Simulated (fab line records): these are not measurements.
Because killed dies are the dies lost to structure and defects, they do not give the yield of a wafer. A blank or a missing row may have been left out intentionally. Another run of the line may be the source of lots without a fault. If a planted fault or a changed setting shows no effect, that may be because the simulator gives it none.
Lot-split experiment | flow n5Finfet | 39 wafers read from 7 lots, route of 1938 steps

THE SPLIT ITSELF
At N5_BEOL_M13_TRENCH_ETCH_34 (etches SiOC in C4F8/O2/Ar, target depth 413.47 nm, time 162.6 s), the setting targetDepthA was moved away from the recipe's 4134.7 angstrom on 6 of the 39 wafers read, by -34.8% to -22.0%. All remaining wafers had this setting at the recipe value.

FROM THE SPLIT TO THE READING: what the file shows between them, 3 steps
- N5_BEOL_M13_STRIP_70: strips in C4F8/O2/Ar
- N5_BEOL_M13_ECD_47: material Cu, target thk 936 nm
- N5_BEOL_M13_ANNEAL_48: time 90 s

THE READING
Cu_of_BEOL_M13_ECD_47.thkNm (the simulator's own value, which no gauge read), in nm, at N5_BEOL_M13_CMP_49 (polishes, stops on SiOC, t overpolish 17.1 s, target thk 420 nm). The file does not state a usual value for it. Average 421.4 nm, standard deviation 10 nm, over the 33 wafers here run with the recipe.

wafer  | tool, chamber at the split | targetDepthA as run, angstrom | against the recipe | Cu_of_BEOL_M13_ECD_47.thkNm, nm | against lot-mates on the recipe
L077.3 | rieDiel-03, 0              | 4134.7                        | recipe             | 415.4                           | -
L077.4 | rieDiel-03, 3              | 4134.7                        | recipe             | 411.8                           | -
L077.1 | rieDiel-03, 2              | 4134.7                        | recipe             | 426.8                           | -
L077.2 | rieDiel-03, 1              | 4134.7                        | recipe             | 422                             | -
L077.6 | rieDiel-03, 2              | 4134.7                        | recipe             | 421.6                           | -
L077.5 | rieDiel-03, 1              | 4134.7                        | recipe             | 419.6                           | -
L079.4 | rieDiel-06, 0              | 2694                          | -34.8%             | 283.2                           | -143.7
L079.2 | rieDiel-06, 3              | 4134.7                        | recipe             | 435.8                           | -
L079.1 | rieDiel-06, 0              | 2694                          | -34.8%             | 283.4                           | -143.5
L079.3 | rieDiel-06, 2              | 4134.7                        | recipe             | 407.4                           | -
L079.5 | rieDiel-06, 3              | 4134.7                        | recipe             | 437.6                           | -
L079.6 | rieDiel-06, 2              | 2694                          | -34.8%             | 270.6                           | -156.3
L082.2 | rieDiel-02, 0              | 4134.7                        | recipe             | 407.4                           | -
L082.3 | rieDiel-02, 2              | 4134.7                        | recipe             | 414.6                           | -
L082.1 | rieDiel-02, 3              | 4134.7                        | recipe             | 412.6                           | -
L082.4 | rieDiel-02, 1              | 4134.7                        | recipe             | 404                             | -
L082.6 | rieDiel-02, 2              | 4134.7                        | recipe             | 420.4                           | -
L082.5 | rieDiel-02, 1              | 4134.7                        | recipe             | 407.2                           | -
L083.3 | rieDiel-06, 3              | 4134.7                        | recipe             | 440.2                           | -
L083.2 | rieDiel-06, 0              | 4134.7                        | recipe             | 430.4                           | -
L083.1 | rieDiel-06, 1              | 3224                          | -22.0%             | 337.8                           | -95.5
L083.4 | rieDiel-06, 2              | 3224                          | -22.0%             | 320.8                           | -112.5
L083.6 | rieDiel-06, 3              | 3224                          | -22.0%             | 343.6                           | -89.7
L083.5 | rieDiel-06, 0              | 4134.7                        | recipe             | 429.2                           | -
L087.4 | rieDiel-03, 1              | 4134.7                        | recipe             | 422                             | -
L087.2 | rieDiel-03, 0              | 4134.7                        | recipe             | 416.2                           | -
L087.1 | rieDiel-03, 2              | 4134.7                        | recipe             | 425.8                           | -
L087.3 | rieDiel-03, 3              | 4134.7                        | recipe             | 427.8                           | -
L087.5 | rieDiel-03, 1              | 4134.7                        | recipe             | 422.8                           | -
L087.6 | rieDiel-03, 0              | 4134.7                        | recipe             | 424.2                           | -
L089.4 | rieDiel-06, 2              | 4134.7                        | recipe             | 400.6                           | -
L089.3 | rieDiel-06, 1              | 4134.7                        | recipe             | 427.6                           | -
L089.1 | rieDiel-06, 3              | 4134.7                        | recipe             | 431.2                           | -
L089.2 | rieDiel-06, 0              | 4134.7                        | recipe             | 426.6                           | -
L089.5 | rieDiel-06, 3              | 4134.7                        | recipe             | 428.4                           | -
L089.6 | rieDiel-06, 2              | 4134.7                        | recipe             | 404.6                           | -
L097.2 | rieDiel-03, 2              | 4134.7                        | recipe             | 429.4                           | -
L097.4 | rieDiel-03, 3              | 4134.7                        | recipe             | 435.6                           | -
L097.5 | rieDiel-03, 0              | 4134.7                        | recipe             | 418.2                           | -

THE FIT
A straight line over all 39 wafers: Cu_of_BEOL_M13_ECD_47.thkNm changes by +4.05 nm for each +1% of targetDepthA; r = +0.97; the points scatter about the line by 10 nm.
The same after taking each lot's own level away (the mean of its wafers on the recipe; 39 wafers): +4.31 nm for each +1%; r = +0.98; scatter 8.3 nm.
According to that fit, moving targetDepthA by its largest amount changes the reading by 1.5e+02 nm.
The lots' own levels span 411.03 to 433.27 nm, that is 2.2 times the standard deviation above.
So the lot-to-lot level changes the slope little: the two slopes agree.
Check: for one of the wafers moved furthest among these (-34.8%), held out of the fit, the line's prediction against its lot-mates is -153 nm. Against them it came out at -144 nm.

FURTHER SPLITS ON THESE WAFERS
Other splits were also applied to these wafers ahead of the reading. Each is held against what the fit with the lots' levels taken away leaves over:
other split on the same wafers    | wafers away from the commonest value | r with Cu_of_BEOL_M13_ECD_47.thkNm (lot level and that fit taken away)
N5_BEOL_M13_ILD_DEP_00 targetThkA | 15                                   | +0.34

THE WHOLE CHAIN: every reading that the file lists as answering this split, in the file's order
step                       | what it does                                                    | reading                                                                      | change (the file's fit)              | r (the file's)
N5_BEOL_M13_TRENCH_ETCH_34 | etches SiOC in C4F8/O2/Ar, target depth 413.47 nm, time 162.6 s | etch.depthNm (the simulator's own value, which no gauge read)                | +4.32 nm for each +1% of the setting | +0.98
N5_BEOL_M13_CMP_49         | polishes, stops on SiOC, t overpolish 17.1 s, target thk 420 nm | Cu_of_BEOL_M13_ECD_47.thkNm (the simulator's own value, which no gauge read) | +4.32 nm for each +1% of the setting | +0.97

THE FILE'S OWN FIT
Cu_of_BEOL_M13_ECD_47.thkNm changes by +4.32 nm for each +1% of targetDepthA, r = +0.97.
